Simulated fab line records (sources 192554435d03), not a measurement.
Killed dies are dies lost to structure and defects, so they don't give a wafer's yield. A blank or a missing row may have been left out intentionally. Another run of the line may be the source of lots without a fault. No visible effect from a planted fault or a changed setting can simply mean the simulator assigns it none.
fab line records + flow n5Finfet
[record]
- lots = 7
- wafers = 39
route steps=1938 shown ZERO_LAYER@4 WELL_APT@33 DUMMY_GATE@228
startH: the number of hours between the record's first day and the start of the first shown wafer of the lot + waitH: hours elapsed since this lot's preceding step + " unchanged from the row above + L1.1+2: a row that stands for several wafers + - no value, or no start was given + * or withheld: withheld + < > ~ a bound
route shown NAME@n: names a module that has steps shown in the file, with the first one's number in the route + usual: mean/standard deviation taken from wafers without a fault + same: alike in all rows + chamber/n: place in a boat + sites: readings site by site + _std_site: standard deviation across them + _edge_site: outer sites' mean less inner sites' + radiusMm: for every site, how far away it sits from the centre of the wafer + mask NAME#n: copy n + behind: the most recent tool/chamber to have shaped the wafer + hold: what put the lot on hold/how long, in hours/how the hold closed + device: whichever transistor did not switch (one of n, p or np) + end of line: the route-end tests of the same wafers + where a step has no rows: the recipe by itself + killed: dies lost to structure and defects at the first sort, not the wafer's yield + map: a wafer's dies, marking killed ones x, the rest . and places with no die _
set.NAME: the setting the step ran with; set.NAME@STEP: the setting that earlier step ran with + model.NAME: the simulator's own value behind a step, which no gauge read
one table per step and one row per wafer, for lots whose settings were changed on purpose
[[steps]]
[step N5_ZERO_LAYER_PECVD_02]
[recipe]
- material = SiO2
- targetThkA = 100
- tempC = 400
- precursor = SiH4/N2O
- pressureTorr = 0.75
- rfW = 275
- timeS = 6
| lot.wafer | tool     | chamber | startH | waitH | set.targetThkA | model.SiO2_of_ZERO_LAYER_PECVD_02.thkNm |
|-----------|----------|---------|--------|-------|----------------|-----------------------------------------|
| L082.1    | pecvd-02 | 0       | 60.28  | 0.0   | 100            | 9.715                                   |
| L082.2    | "        | 1       | "      | "     | 100            | 9.988                                   |
| L082.3    | "        | 2       | "      | "     | 107.9          | 10.31                                   |
| L082.4+5  | "        | 0,2     | "      | "     | 107.9          | 10.57                                   |
| L082.6    | "        | 1       | "      | "     | 100            | 10.02                                   |
| L083.1    | pecvd-01 | 1       | 66.30  | 0.0   | 100            | 10.19                                   |
| L083.2    | "        | 0       | "      | "     | 100            | 10.09                                   |
| L083.3+6  | "        | 2,0     | "      | "     | 100            | 10.26                                   |
| L083.4    | "        | 2       | "      | "     | 100            | 10.14                                   |
| L083.5    | "        | 1       | "      | "     | 100            | 10.47                                   |
| L086.1    | pecvd-01 | 1       | 84.28  | 0.0   | 100            | 9.946                                   |
| L086.2    | "        | 0       | "      | "     | 87.28          | 8.836                                   |
| L086.3    | "        | 2       | "      | "     | 87.28          | 8.625                                   |
| L086.4    | "        | 2       | "      | "     | 100            | 10.03                                   |
| L086.5    | "        | 1       | "      | "     | 100            | 9.991                                   |
| L086.6    | "        | 0       | "      | "     | 87.28          | 8.784                                   |
| L091.1    | pecvd-01 | 2       | 114.28 | 0.0   | 100            | 10.15                                   |
| L091.2    | "        | 0       | "      | "     | 89.77          | 9.035                                   |
| L091.3    | "        | 1       | "      | "     | 100            | 10.07                                   |
| L091.4    | "        | 1       | "      | "     | 89.77          | 9.222                                   |
| L091.5    | "        | 2       | "      | "     | 100            | 10.18                                   |
| L091.6    | "        | 0       | "      | "     | 89.77          | 9.164                                   |
| L093.1    | pecvd-01 | 0       | 126.32 | 0.0   | 106.7          | 10.7                                    |
| L093.2    | "        | 1       | "      | "     | 106.7          | 10.54                                   |
| L093.3    | "        | 0       | "      | "     | 106.7          | 10.68                                   |
| L093.4    | "        | 1       | "      | "     | 100            | 9.966                                   |
| L093.5    | "        | 0       | "      | "     | 100            | 9.944                                   |
| L093.6    | "        | 1       | "      | "     | 100            | 10.19                                   |
| L094.1    | pecvd-02 | 2       | 132.49 | 0.0   | 100            | 9.848                                   |
| L094.2    | "        | 0       | "      | "     | 100            | 9.674                                   |
| L094.3    | "        | 1       | "      | "     | 100            | 10.12                                   |
| L094.4    | "        | 0       | "      | "     | 100            | 9.888                                   |
| L094.5    | "        | 2       | "      | "     | 100            | 10.15                                   |
| L094.6    | "        | 1       | "      | "     | 100            | 10.2                                    |
| L097.1    | pecvd-01 | 2       | 150.28 | 0.0   | 100            | 9.792                                   |
| L097.4    | "        | 2       | "      | "     | 100            | 9.956                                   |
| L097.6    | "        | 1       | "      | "     | 100            | 10.04                                   |
[step N5_WELL_APT_IMPLANT_15]
[recipe]
- species = As
- energyKev = 25
- doseCm2 = 1.5e+13
- tiltDeg = 0
- rotationDeg = 0
| lot.wafer        | tool         | chamber | startH | waitH | set.energyKev | model.implant.rpNm | model.implant.drpNm |
|------------------|--------------|---------|--------|-------|---------------|--------------------|---------------------|
| L082.1+4+6       | implanter-02 | 0       | 63.96  | 0.1   | 22.38         | 17.25              | 7.823               |
| L082.2+3+5       | "            | 0       | "      | "     | 25            | 18.72              | 8.457               |
| L083.1+2+3+4+5+6 | implanter-01 | 0       | 70.24  | 0.1   | 25            | 18.4               | 8.457               |
| L086.1+2+3+4+5+6 | implanter-01 | 0       | 86.18  | 0.1   | 25            | 18.99              | 8.457               |
| L091.1+2+3+4+5+6 | implanter-02 | 0       | 116.09 | 0.1   | 25            | 18.85              | 8.457               |
| L093.1+2+3+4+5+6 | implanter-01 | 0       | 128.73 | 0.1   | 25            | 19.01              | 8.457               |
| L094.1+2+3       | implanter-02 | 0       | 134.25 | 0.1   | 27.59         | 20.19              | 9.074               |
| L094.4+5+6       | "            | 0       | "      | "     | 25            | 18.75              | 8.457               |
| L097.1+4+6       | implanter-01 | 0       | 151.92 | 0.1   | 25            | 18.7               | 8.457               |
[step N5_DUMMY_GATE_EXPOSE_12]
[recipe]
- maskId = GATE
- na = 0.33
- sourceShape = annular
- sigmaInner = 0.2
- sigmaOuter = 0.6
- polarization = unpolarized
- targetCdNm = 25
- doseMj = 34
| lot.wafer        | tool          | chamber | startH | waitH | mask   | set.doseMj |
|------------------|---------------|---------|--------|-------|--------|------------|
| L082.1+2+3+4+5+6 | euvScanner-01 | 0       | 98.29  | -     | GATE#0 | 34         |
| L083.1+3+4       | euvScanner-01 | 0       | 103.02 | -     | GATE#0 | 31.36      |
| L083.2+5+6       | "             | 0       | "      | "     | GATE#0 | 34         |
| L086.1+2+3+4+5+6 | euvScanner-01 | 0       | 122.65 | -     | GATE#0 | 34         |
| L091.1+3+6       | euvScanner-01 | 0       | 149.47 | -     | GATE#0 | 34         |
| L091.2+4+5       | "             | 0       | "      | "     | GATE#0 | 34.9       |
| L093.1+2+6       | euvScanner-02 | 0       | 161.28 | -     | GATE#0 | 31.69      |
| L093.3+4+5       | "             | 0       | "      | "     | GATE#0 | 34         |
| L094.1+3+4       | euvScanner-02 | 0       | 170.94 | -     | GATE#0 | 34.96      |
| L094.2+5+6       | "             | 0       | "      | "     | GATE#0 | 34         |
| L097.1+4+6       | euvScanner-01 | 0       | 184.21 | -     | GATE#0 | 34         |
[step N5_DUMMY_GATE_PEB_13]
[recipe]
- pebTempC = 100
- pebTimeS = 60
- resist = CAR-EUV
[step N5_DUMMY_GATE_DEVELOP_14]
[recipe]
- developTimeS = 30
- developer = TMAH
- resist = CAR-EUV
- rinseLiquid = surfactantRinse
- dry = airSpin
- devTempC = 23
[step N5_DUMMY_GATE_CD_MEAS_15]
[recipe]
- targetCdNm = 25.8
- landingEnergyEv = 500
- detector = seInlens
[usual]
- cdNm = 24.99/0.21
| lot.wafer | tool     | chamber | startH | waitH | set.doseMj@DUMMY_GATE_EXPOSE_12 | cdNm  |
|-----------|----------|---------|--------|-------|---------------------------------|-------|
| L082.1    | cdSem-01 | 0       | 98.41  | -     | 34                              | 24.72 |
| L082.2    | "        | 0       | "      | "     | 34                              | 24.58 |
| L082.3    | "        | 0       | "      | "     | 34                              | 25.11 |
| L082.4    | "        | 0       | "      | "     | 34                              | 25.20 |
| L082.5    | "        | 0       | "      | "     | 34                              | 25.03 |
| L082.6    | "        | 0       | "      | "     | 34                              | 25.03 |
| L083.1    | cdSem-01 | 0       | 103.15 | -     | 31.36                           | 26.42 |
| L083.2    | "        | 0       | "      | "     | 34                              | 24.79 |
| L083.3    | "        | 0       | "      | "     | 31.36                           | 26.41 |
| L083.4    | "        | 0       | "      | "     | 31.36                           | 26.52 |
| L083.5    | "        | 0       | "      | "     | 34                              | 25.07 |
| L083.6    | "        | 0       | "      | "     | 34                              | 24.90 |
| L086.1    | cdSem-01 | 0       | 122.78 | -     | 34                              | 24.68 |
| L086.2    | "        | 0       | "      | "     | 34                              | 24.81 |
| L086.3    | "        | 0       | "      | "     | 34                              | 24.80 |
| L086.4    | "        | 0       | "      | "     | 34                              | 24.92 |
| L086.5    | "        | 0       | "      | "     | 34                              | 25.21 |
| L086.6    | "        | 0       | "      | "     | 34                              | 24.84 |
| L091.1    | cdSem-02 | 0       | 149.60 | -     | 34                              | 25.12 |
| L091.2    | "        | 0       | "      | "     | 34.9                            | 24.76 |
| L091.3    | "        | 0       | "      | "     | 34                              | 25.07 |
| L091.4    | "        | 0       | "      | "     | 34.9                            | 24.35 |
| L091.5    | "        | 0       | "      | "     | 34.9                            | 24.72 |
| L091.6    | "        | 0       | "      | "     | 34                              | 25.30 |
| L093.1    | cdSem-01 | 0       | 161.41 | -     | 31.69                           | 26.32 |
| L093.2    | "        | 0       | "      | "     | 31.69                           | 26.27 |
| L093.3    | "        | 0       | "      | "     | 34                              | 24.92 |
| L093.4    | "        | 0       | "      | "     | 34                              | 25.27 |
| L093.5    | "        | 0       | "      | "     | 34                              | 24.78 |
| L093.6    | "        | 0       | "      | "     | 31.69                           | 26.72 |
| L094.1    | cdSem-03 | 0       | 171.07 | -     | 34.96                           | 24.51 |
| L094.2    | "        | 0       | "      | "     | 34                              | 24.82 |
| L094.3    | "        | 0       | "      | "     | 34.96                           | 24.48 |
| L094.4    | "        | 0       | "      | "     | 34.96                           | 24.59 |
| L094.5    | "        | 0       | "      | "     | 34                              | 25.26 |
| L094.6    | "        | 0       | "      | "     | 34                              | 25.26 |
| L097.1    | cdSem-01 | 0       | 184.34 | -     | 34                              | 24.98 |
| L097.4    | "        | 0       | "      | "     | 34                              | 25.08 |
| L097.6    | "        | 0       | "      | "     | 34                              | 24.80 |
[step N5_DUMMY_GATE_STRIP_38]
[recipe]
- chemistry = N2/H2
- tempC = 40
- n2FlowSccm = 200
- h2FlowSccm = 200
- rfFrequencyHz = 6e+07
[step N5_DUMMY_GATE_STRIP_39]
[recipe]
- chemistry = N2/H2
- tempC = 40
- n2FlowSccm = 200
- h2FlowSccm = 200
- rfFrequencyHz = 6e+07
[step N5_DUMMY_GATE_TRIM_49]
[recipe]
- chemistry = O2
- resist = SOC
- timeS = 29
- targetCdNm = 14
- sourcePowerW = 300
- biasPowerW = 0
- O2_flow_sccm = 100
- tempC = 20
| lot.wafer  | tool     | chamber | startH | waitH | set.doseMj@DUMMY_GATE_EXPOSE_12 | model.DUMMY_GATE.cdNm |
|------------|----------|---------|--------|-------|---------------------------------|-----------------------|
| L082.1+4+6 | rieSi-05 | 1,0,2   | 98.77  | 0.0   | 34                              | 13.8                  |
| L082.2     | "        | 2       | "      | "     | 34                              | 13.6                  |
| L082.3     | "        | 3       | "      | "     | 34                              | 14                    |
| L082.5     | "        | 1       | "      | "     | 34                              | 13.4                  |
| L083.1     | rieSi-04 | 2       | 103.51 | 0.0   | 31.36                           | 15.4                  |
| L083.2     | "        | 1       | "      | "     | 34                              | 14                    |
| L083.3+4   | "        | 3,0     | "      | "     | 31.36                           | 15.2                  |
| L083.5+6   | "        | 1,0     | "      | "     | 34                              | 13.6                  |
| L086.1+4   | rieSi-04 | 3,2     | 123.13 | 0.0   | 34                              | 13.8                  |
| L086.2+5+6 | "        | 1,3,2   | "      | "     | 34                              | 14                    |
| L086.3     | "        | 0       | "      | "     | 34                              | 14.2                  |
| L091.1+3+6 | rieSi-04 | 1,2,0   | 149.96 | 0.0   | 34                              | 14                    |
| L091.2+5   | "        | 0,1     | "      | "     | 34.9                            | 13.4                  |
| L091.4     | "        | 3       | "      | "     | 34.9                            | 13.6                  |
| L093.1     | rieSi-05 | 1       | 161.77 | 0.0   | 31.69                           | 15                    |
| L093.2     | "        | 2       | "      | "     | 31.69                           | 14.4                  |
| L093.3+4+5 | "        | 1,2,1   | "      | "     | 34                              | 13.8                  |
| L093.6     | "        | 2       | "      | "     | 31.69                           | 14.8                  |
| L094.1     | rieSi-06 | 0       | 171.43 | 0.0   | 34.96                           | 13.4                  |
| L094.2+5   | "        | 1       | "      | "     | 34                              | 14.2                  |
| L094.3     | "        | 3       | "      | "     | 34.96                           | 13.6                  |
| L094.4     | "        | 2       | "      | "     | 34.96                           | 14.4                  |
| L094.6     | "        | 2       | "      | "     | 34                              | 14.8                  |
| L097.1     | rieSi-05 | 3       | 184.70 | 0.0   | 34                              | 14.2                  |
| L097.4     | "        | 2       | "      | "     | 34                              | 13.6                  |
| L097.6     | "        | 1       | "      | "     | 34                              | 14                    |
[step N5_DUMMY_GATE_STRIP_40]
[recipe]
- chemistry = CF4
- resist = SiARC
- powerW = 300
- biasPowerW = 75
- pressureMtorr = 50
- cf4FlowSccm = 150
- rfFrequencyHz = 6e+07
[step N5_DUMMY_GATE_ETCH_32]
[recipe]
- chemistry = CF4
- target = SiO2
- targetDepthA = 35
- timeS = 3.9
- ionEnergyEv = 350
- pressureMtorr = 10
- icpW = 800
- biasW = 400
- cf4FlowSccm = 80
[step N5_DUMMY_GATE_ETCH_23]
[recipe]
- chemistry = HBr/Cl2/O2
- HBr_flow_sccm = 150
- Cl2_flow_sccm = 80
- O2_flow_sccm = 12
- biasW = 102
- targetDepthA = 410
- timeS = 22.3
- target = poly-Si
- maskMaterial = SiO2
- pressureMtorr = 10
- icpW = 800
[step N5_DUMMY_GATE_ETCH_44]
[recipe]
- chemistry = HBr/O2
- overEtchFrac = 0.7
- targetDepthA = 1275
- stopOn = SiO2
- ionEnergyEv = 60
- biasW = 20
- target = poly-Si
- maskMaterial = SiO2
- pressureMtorr = 20
- icpW = 400
- HBr_flow_sccm = 120
- O2_flow_sccm = 10
| lot.wafer  | tool     | chamber | startH | waitH | set.doseMj@DUMMY_GATE_EXPOSE_12 | model.DUMMY_GATE.cdNm |
|------------|----------|---------|--------|-------|---------------------------------|-----------------------|
| L082.1+4+6 | rieSi-06 | 0,2,0   | 99.30  | 0.0   | 34                              | 15                    |
| L082.2     | "        | 1       | "      | "     | 34                              | 14.6                  |
| L082.3     | "        | 3       | "      | "     | 34                              | 15.2                  |
| L082.5     | "        | 3       | "      | "     | 34                              | 14.4                  |
| L083.1     | rieSi-05 | 0       | 104.05 | 0.0   | 31.36                           | 16.2                  |
| L083.2     | "        | 2       | "      | "     | 34                              | 15                    |
| L083.3+4   | "        | 1       | "      | "     | 31.36                           | 16                    |
| L083.5+6   | "        | 2,0     | "      | "     | 34                              | 14.8                  |
| L086.1+3+5 | rieSi-05 | 0,1,1   | 123.67 | 0.0   | 34                              | 14.8                  |
| L086.2+4+6 | "        | 2,2,0   | "      | "     | 34                              | 15                    |
| L091.1     | rieSi-04 | 0       | 150.52 | 0.0   | 34                              | 15.4                  |
| L091.2+4   | "        | 1,2     | "      | "     | 34.9                            | 14.8                  |
| L091.3+6   | "        | 2,1     | "      | "     | 34                              | 15.2                  |
| L091.5     | "        | 0       | "      | "     | 34.9                            | 14.6                  |
| L093.1+6   | rieSi-04 | 0       | 162.49 | 0.0   | 31.69                           | 16                    |
| L093.2     | "        | 1       | "      | "     | 31.69                           | 15.4                  |
| L093.3+4   | "        | 2,1     | "      | "     | 34                              | 14.8                  |
| L093.5     | "        | 2       | "      | "     | 34                              | 14.6                  |
| L094.1     | rieSi-04 | 2       | 172.27 | 0.0   | 34.96                           | 14.4                  |
| L094.2+5   | "        | 0,1     | "      | "     | 34                              | 15.4                  |
| L094.3     | "        | 1       | "      | "     | 34.96                           | 14.8                  |
| L094.4     | "        | 2       | "      | "     | 34.96                           | 15.2                  |
| L094.6     | "        | 0       | "      | "     | 34                              | 15.8                  |
| L097.1     | rieSi-04 | 1       | 185.23 | 0.0   | 34                              | 15.2                  |
| L097.4     | "        | 2       | "      | "     | 34                              | 14.6                  |
| L097.6     | "        | 2       | "      | "     | 34                              | 15                    |
[step N5_DUMMY_GATE_CD_MEAS_24]
[recipe]
- targetCdNm = 15
[usual]
- cdNm = 15.0/0.41
| lot.wafer | tool     | chamber | startH | waitH | set.doseMj@DUMMY_GATE_EXPOSE_12 | cdNm |
|-----------|----------|---------|--------|-------|---------------------------------|------|
| L082.1    | cdSem-01 | -       | 99.41  | 0.1   | 34                              | 14.9 |
| L082.2    | "        | -       | "      | "     | 34                              | 14.7 |
| L082.3    | "        | -       | "      | "     | 34                              | 15.5 |
| L082.4    | "        | -       | "      | "     | 34                              | 14.8 |
| L082.5    | "        | -       | "      | "     | 34                              | 14.8 |
| L082.6    | "        | -       | "      | "     | 34                              | 15.4 |
| L083.1    | cdSem-02 | -       | 104.16 | 0.1   | 31.36                           | 16.3 |
| L083.2    | "        | -       | "      | "     | 34                              | 14.9 |
| L083.3    | "        | -       | "      | "     | 31.36                           | 15.9 |
| L083.4    | "        | -       | "      | "     | 31.36                           | 16.2 |
| L083.5    | "        | -       | "      | "     | 34                              | 14.6 |
| L083.6    | "        | -       | "      | "     | 34                              | 14.9 |
| L086.1    | cdSem-01 | -       | 123.78 | 0.1   | 34                              | 14.7 |
| L086.2    | "        | -       | "      | "     | 34                              | 15.1 |
| L086.3    | "        | -       | "      | "     | 34                              | 14.5 |
| L086.4    | "        | -       | "      | "     | 34                              | 14.8 |
| L086.5    | "        | -       | "      | "     | 34                              | 14.8 |
| L086.6    | "        | -       | "      | "     | 34                              | 14.7 |
| L091.1    | cdSem-02 | -       | 150.63 | 0.1   | 34                              | 15.3 |
| L091.2    | "        | -       | "      | "     | 34.9                            | 14.7 |
| L091.3    | "        | -       | "      | "     | 34                              | 15.2 |
| L091.4    | "        | -       | "      | "     | 34.9                            | 14.9 |
| L091.5    | "        | -       | "      | "     | 34.9                            | 14.6 |
| L091.6    | "        | -       | "      | "     | 34                              | 15.3 |
| L093.1    | cdSem-02 | -       | 162.60 | 0.1   | 31.69                           | 15.9 |
| L093.2    | "        | -       | "      | "     | 31.69                           | 15.5 |
| L093.3    | "        | -       | "      | "     | 34                              | 14.7 |
| L093.4    | "        | -       | "      | "     | 34                              | 14.7 |
| L093.5    | "        | -       | "      | "     | 34                              | 14.4 |
| L093.6    | "        | -       | "      | "     | 31.69                           | 16.1 |
| L094.1    | cdSem-01 | -       | 172.38 | 0.1   | 34.96                           | 14.6 |
| L094.2    | "        | -       | "      | "     | 34                              | 15.4 |
| L094.3    | "        | -       | "      | "     | 34.96                           | 14.7 |
| L094.4    | "        | -       | "      | "     | 34.96                           | 15.3 |
| L094.5    | "        | -       | "      | "     | 34                              | 15.5 |
| L094.6    | "        | -       | "      | "     | 34                              | 15.8 |
| L097.1    | cdSem-03 | -       | 185.34 | 0.1   | 34                              | 15.2 |
| L097.4    | "        | -       | "      | "     | 34                              | 14.5 |
| L097.6    | "        | -       | "      | "     | 34                              | 15.0 |
[[key]]
[split]
- step = N5_ZERO_LAYER_PECVD_02
- setting = targetThkA
- stated = 100
- by = wafer
[response]
- step = N5_ZERO_LAYER_PECVD_02
- reading = model.SiO2_of_ZERO_LAYER_PECVD_02.thkNm
- change = +0.0925
- per = 1%
- r = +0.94
[split]
- step = N5_WELL_APT_IMPLANT_15
- setting = energyKev
- stated = 25
- by = wafer
[response]
- step = N5_WELL_APT_IMPLANT_15
- reading = model.implant.rpNm
- change = +0.14
- per = 1%
- r = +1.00
[response]
- step = N5_WELL_APT_IMPLANT_15
- reading = model.implant.drpNm
- change = +0.06
- per = 1%
- r = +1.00
[split]
- step = N5_DUMMY_GATE_EXPOSE_12
- setting = doseMj
- stated = 34
- by = wafer
[response]
- step = N5_DUMMY_GATE_CD_MEAS_15
- reading = cdNm
- change = -0.204
- per = 1%
- r = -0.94
[response]
- step = N5_DUMMY_GATE_TRIM_49
- reading = model.DUMMY_GATE.cdNm
- change = -0.176
- per = 1%
- r = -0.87
[response]
- step = N5_DUMMY_GATE_ETCH_44
- reading = model.DUMMY_GATE.cdNm
- change = -0.165
- per = 1%
- r = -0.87
[response]
- step = N5_DUMMY_GATE_CD_MEAS_24
- reading = cdNm
- change = -0.182
- per = 1%
- r = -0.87
